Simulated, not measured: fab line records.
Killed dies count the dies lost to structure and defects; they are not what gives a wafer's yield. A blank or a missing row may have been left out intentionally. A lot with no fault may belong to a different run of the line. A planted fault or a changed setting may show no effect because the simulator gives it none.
Which tool is to blame? -- flow nand-harc -- 7 lots with 21 wafers sampled at 2 steps, on a route of 1302 steps

## WHAT THE GAUGES READ, wafer by wafer
NHARC_A_M0_CD_MEAS_16.
lot,measured,on,cd-nm (nm)
L253,day 23 01:53,cd-sem-02,80.5 79.8 79.5
L257,day 24 09:58,cd-sem-01,79.7 79.8 80.2
L256,day 24 11:51,cd-sem-01,80.7 82.3 82.4
L259,day 26 03:19,cd-sem-01,80.4 82.8 81.5
L268,day 29 03:13,cd-sem-01,79.6 82.9 81.9
L273,day 31 06:07,cd-sem-01,81.6 79.6 80.5
L275,day 31 23:43,cd-sem-03,79.4 79.0 78.5

## EACH LOT AND THE TOOL THAT RAN IT (in order: tool; ch and the chambers of the sampled wafers; start)
lot,NHARC_A_M0_ETCH_34
L253,"rie-diel-06 ch 0,1,2, day 23 01:41"
L257,"rie-diel-11 ch 1,3, day 24 09:45"
L256,"rie-diel-06 ch 2,3, day 24 11:38"
L259,"rie-diel-06 ch 0,2,3, day 26 03:05"
L268,"rie-diel-06 ch 0,3, day 29 02:59"
L273,"rie-diel-01 ch 1,3, day 31 05:55"
L275,"rie-diel-11 ch 1,3, day 31 23:30"
- NHARC_A_M0_ETCH_34: etches the open film in N2/H2, target depth 40 nm, overetch 12 nm, time 43.94 s.

## THE ANSWER, worked out from the rows above alone
Rule: the lots themselves supply what counts as usual. Put in order of their means at a reading, lots are off if they are a third of the lots or fewer, leave a main group of 4 or more, and stand apart from it by a gap of 3 or more times the standard deviation of the main group's means; of several such gaps the widest counts. A main group is skipped when, at the precision printed for the reading in the tables above, its means are all equal. Also off: a lot with no number at a reading for which 4 or more lots have one. The other lots that the step has rows for count as sound.
No lot is off on any of the readings shown, so nothing can be concluded from this.

## WHAT THE SIMULATOR PUT IN
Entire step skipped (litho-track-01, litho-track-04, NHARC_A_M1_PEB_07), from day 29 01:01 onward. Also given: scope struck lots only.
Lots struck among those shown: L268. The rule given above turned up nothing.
